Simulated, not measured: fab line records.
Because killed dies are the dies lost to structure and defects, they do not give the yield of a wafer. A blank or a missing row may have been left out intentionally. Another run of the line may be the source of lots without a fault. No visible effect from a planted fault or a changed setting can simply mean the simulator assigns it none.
Struck lot and sound lot, side by side / flow nandHarc / 14 out of 1159 route steps
Sound: the wafers L549.3, L549.4, L549.5. Struck: wafer L552.2. (L552.5 of the same lot was not struck and is left out.) The cause comes at the end.
Order at every step that has rows: each side's tool, ch and its chambers, its first start. Under that, the readings that differ: sound wafers / struck wafers / difference of the means / sigmas: that difference in standard deviations of wafers without a fault.
alike: same words and numbers on both sides, and readings whose means sit less than 2 such deviations apart. not compared: any withheld reading, any reading some wafer has no value for, any bound like >300 that may hide the same value, and any number with overlapping values for which the record gives no deviation.
The two part at a step that has a row with sigmas, a row that says differs or no value, or rows on one side only. Numbers that don't overlap but have no deviation are shown without sigmas and don't part them. Lack of a reading on every wafer of one side parts them only where that side has two or more wafers.

first, 9 steps without rows for these wafers: NHARC_A_STAIRCASE_DEHYDRATE_302 (time 120 s); NHARC_A_STAIRCASE_HMDS_303 (time 30 s); NHARC_A_STAIRCASE_COAT_304; NHARC_A_STAIRCASE_SOFTBAKE_305 (time 170 s); NHARC_A_STAIRCASE_EBR_306; NHARC_A_STAIRCASE_EXPOSE_307 (exposes mask CHOP 50); NHARC_A_STAIRCASE_PEB_308 (peb time 130 s); NHARC_A_STAIRCASE_DEVELOP_309 (time 140 s); NHARC_A_STAIRCASE_HARDBAKE_311 (time 140 s).
NHARC_A_STAIRCASE_DESCUM_312: chemistry O2, time 3 s.
  sound on rieDiel-13 ch 0,3, day 12 09:49; struck on rieDiel-05 ch 0, day 14 03:14
  alike: drypumpMotorCurrentA, o2FlowSccm, oesProductAu, rfVppV, showerheadPlenumPTorr, throttleValvePct
  not compared: rfHoursCounterH
NHARC_A_STAIRCASE_ETCH_313: etches the open film in CF4/CHF3.
  sound on rieDiel-13 ch 0,2, day 12 09:55; struck on rieDiel-05 ch 3, day 14 03:19
  alike: biasW, drypumpMotorCurrentA, oesProductAu, rfVppV, showerheadPlenumPTorr, throttleValvePct
  not compared: rfHoursCounterH
NHARC_A_STAIRCASE_HM_OPEN_463: chemistry O2/COS.
  sound on rieDiel-13 ch 1,2,3, day 12 10:01; struck on rieDiel-05 ch 1, day 14 03:27
reading=oesProductAu (a.u.); sound=0.981 1.005 0.985; struck=0.894; difference=-0.096; sigmas=-9
  alike: biasW, drypumpMotorCurrentA, o2FlowSccm, rfVppV, showerheadPlenumPTorr, throttleValvePct
  not compared: rfHoursCounterH
then, 1 step without rows for these wafers: NHARC_A_STAIRCASE_STRIP_464 (strips in O2/COS).
-- record jumps: 8 days between struck wafers' starts before vs after; left off in module A_STAIRCASE, resumes in module END, first step shown is number 1159 of the route --
NHARC_END_SORT_01:
  here the record holds rows for the struck wafers (prober-01 ch 0, day 21 18:39) but none for the sound ones

WHERE THEY PART
First at NHARC_A_STAIRCASE_HM_OPEN_463; last, within this record, at NHARC_END_SORT_01.

WHY: the cause the simulator had injected
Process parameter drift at NHARC_A_STAIRCASE_HM_OPEN_463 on rieDiel-05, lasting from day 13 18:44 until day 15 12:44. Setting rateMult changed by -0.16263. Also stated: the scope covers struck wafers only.
